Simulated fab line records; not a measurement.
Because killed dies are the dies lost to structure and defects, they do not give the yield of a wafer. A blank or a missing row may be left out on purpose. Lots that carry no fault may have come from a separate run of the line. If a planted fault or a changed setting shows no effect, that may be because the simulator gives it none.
Chamber matching ; flow n5-finfet ; rie-diel-01 running N5_BEOL_M2_ETCH_69: 4 sister chambers
The step etches SiARC in CF4, target depth 15.6 nm, time 26 s. 20 wafers are shown with their chamber, then 10 later ones without.

== WAFERS, EACH WITH ITS CHAMBER ==
wafer;chamber;drypump-motor-current-A (A);etch-rf-on-time-s (s);oes-product-au (a.u.)
L074.2;1;6.1;26.5;0.59
L074.3;3;5.3;25.1;0.79
L074.5;3;5.3;25.1;0.79
L076.3;3;5.3;25.3;0.78
L076.4;2;5.9;26.5;0.60
L076.6;1;6.0;26.6;0.59
L079.1;2;5.9;26.5;0.60
L079.3;0;6.0;25.3;0.74
L079.5;3;5.3;25.4;0.77
L080.4;2;5.9;26.2;0.60
L080.5;2;5.9;26.2;0.60
L080.6;3;5.3;25.2;0.76
L081.2;3;5.3;25.3;0.76
L081.3;2;5.9;26.6;0.59
L081.4;2;5.9;26.8;0.59
L082.3;3;5.3;25.3;0.77
L082.4;3;5.3;25.2;0.77
L082.6;2;5.9;26.8;0.60
L084.2;0;6.0;25.2;0.73
L084.3;1;6.1;26.3;0.84

SIGNATURES (averages over the wafers above)
reading;chamber 0;chamber 1;chamber 2;chamber 3;scatter within a chamber
drypump-motor-current-A;6.000;6.067;5.900;5.300;0.0204
etch-rf-on-time-s;25.250;26.467;26.514;25.238;0.177
oes-product-au;0.7350;0.6733;0.5971;0.7738;0.0517
Rule: a wafer's distance from a chamber is the root of the sum, over the readings, of the square of ((its reading less the chamber's mean) divided by the reading's scatter). The wafer belongs to the nearest chamber; if the next one is less than 2 further off, it can't be placed. How the scatter is found: for the shown wafers, subtract from each reading the mean of its chamber, square and add these, divide the total by (wafers less chambers), then take the root.

== WAFERS WITHOUT THEIR CHAMBER ==
wafer;drypump-motor-current-A (A);etch-rf-on-time-s (s);oes-product-au (a.u.)
L084.6;6.1;26.3;0.84
L085.3;6.1;26.6;0.80
L085.5;6.0;25.2;0.73
L085.6;5.3;25.4;0.74
L091.1;6.0;25.6;0.72
L091.4;5.3;25.7;0.72
L091.5;5.9;26.9;0.58
L093.2;5.3;25.4;0.72
L093.5;5.9;26.7;0.58
L093.6;5.3;25.2;0.72

== THE CHAMBER EACH PASSED THROUGH ==
wafer;from the rows above;in truth
L084.6;1;1
L085.3;1;1
L085.5;0;0
L085.6;3;3
L091.1;0;0
L091.4;3;3
L091.5;2;2
L093.2;3;3
L093.5;2;2
L093.6;3;3
10 of 10 placed correctly. From these rows, 0 cannot be placed. 0 placed wrongly.
